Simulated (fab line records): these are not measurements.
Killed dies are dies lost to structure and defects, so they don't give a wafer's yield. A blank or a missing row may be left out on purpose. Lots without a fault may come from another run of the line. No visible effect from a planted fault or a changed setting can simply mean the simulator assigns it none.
2 desks, one fault | flow nand harc | each desk holds nothing but its own numbers, with what lay behind them at the end

== THE METROLOGY DESK ==
Lot by lot, what the gauges showed, no matter which tool ran the lot: averages of those sampled wafers that carry a number. Marked OUT: a lot whose mean sits more than 4 standard deviations from the usual mean, which makes it out of limits; the brackets give that distance.
Columns: A = cd nm at NHARC_THIN_TSV_CD_MEAS_37, usual 5001 nm
lot  | first seen here | A
L800 | day 24 01:44    | 5005
L801 | day 24 03:11    | 5002
L802 | day 25 11:55    | 5002
L803 | day 25 13:19    | 5000
L810 | day 28 11:02    | 4997
L809 | day 28 23:54    | 5001
L815 | day 30 00:27    | 5001
L818 | day 31 15:47    | 5002
L817 | day 31 17:08    | 5002
L819 | day 32 09:46    | 5001
L821 | day 32 11:07    | 5002
L820 | day 32 19:37    | 5000
L822 | day 33 01:17    | 5003
L823 | day 33 14:38    | 5002
This desk's finding: nothing out of limits on any of the 14 lots.

== TOOL OWNER'S DESK, rie metal-01 ==
The tool's own readings at NHARC_THIN_TSV_ETCH_36 (etches the open film in Cl2/BCl3, target depth 65 nm, time 18.571 s): means of the sampled wafers that have a number, for each lot that ran on this tool. Marked OUT: a lot whose mean sits more than 4 standard deviations from the usual mean, which makes it out of limits; the brackets give that distance.
Columns: A = drypump motor current A at NHARC_THIN_TSV_ETCH_36, usual 6.0 A; B = oes product au at NHARC_THIN_TSV_ETCH_36, usual 0.997 a.u.
lot  | first seen here | A   | B
L803 | day 25 12:07    | 6.6 | 0.991
L810 | day 28 10:08    | 6.5 | 0.891 (-7.5) OUT
L809 | day 28 23:01    | 6.6 | 0.943
L817 | day 31 16:14    | 6.6 | 1.007
L820 | day 32 18:44    | 6.3 | 1.013
This desk's finding: out of limits on L810; first on L810, day 28 10:08 (oes product au at NHARC_THIN_TSV_ETCH_36). L803, L809, L817, L820 stayed within limits.

== PUT TOGETHER ==
An alarm could have come from the tool owner's desk at day 28 10:08, on L810.
Nothing out of limits was seen by the metrology desk.
The metrology desk has L810 on record, within its limits.
On rie metal-01, each named lot ran NHARC_THIN_TSV_ETCH_36.

== WHAT HAD BEEN PUT IN BY THE SIMULATOR ==
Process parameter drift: rie metal-01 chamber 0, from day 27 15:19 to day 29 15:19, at NHARC_THIN_TSV_ETCH_36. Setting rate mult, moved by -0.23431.
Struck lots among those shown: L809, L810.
How many hours passed from the start of the fault until each desk's first out-of-limits reading: the tool owner's desk, 19.
